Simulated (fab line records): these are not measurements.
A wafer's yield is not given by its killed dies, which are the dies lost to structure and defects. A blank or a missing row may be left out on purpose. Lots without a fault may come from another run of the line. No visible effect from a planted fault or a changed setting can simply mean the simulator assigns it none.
Matching of chambers -- flow nandHarc -- 4 sister chambers for NHARC_P_M1_DESCUM_14 on rieDiel-11
The step chemistry O2, time 3 s. 4 wafers are shown with their chamber, then 9 later ones without.

== EACH WAFER AND ITS CHAMBER ==
wafer,chamber,oesProductAu (a.u.)
L083.5,2,1.012
L084.1,0,0.991
L084.4,1,1.007
L084.5,3,0.982

== WAFERS WITH NO CHAMBER GIVEN ==
wafer,oesProductAu (a.u.)
L091.1,0.991
L091.3,0.997
L091.6,0.991
L095.3,1.005
L095.5,0.989
L095.6,0.988
L096.1,1.005
L096.4,0.996
L096.6,1.007

== EACH ONE'S CHAMBER ==
wafer,from the rows above,in truth
L091.1,0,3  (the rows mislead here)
L091.3,can't be placed: 0 or 1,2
L091.6,0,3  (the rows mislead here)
L095.3,can't be placed: 1 or 2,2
L095.5,can't be placed: 0 or 3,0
L095.6,can't be placed: 0 or 3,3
L096.1,can't be placed: 1 or 2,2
L096.4,can't be placed: 0 or 1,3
L096.6,can't be placed: 1 or 2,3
0 of 9 placed correctly. Not placeable from these rows: 7 (in 4, the candidates include the true chamber). Wrongly placed: 2.
How it was worked out, from the rows above alone: a wafer's distance from a chamber is the root of the sum, over the readings, of the square of ((its reading less the chamber's mean) divided by the reading's scatter). The wafer belongs to the nearest chamber; if the next one is less than 2 further off, it can't be placed. Each chamber's mean is taken over the wafers shown for it. The scatter: root of mean squared gap, hidden wafer to nearest shown wafer, with one shown wafer a chamber.
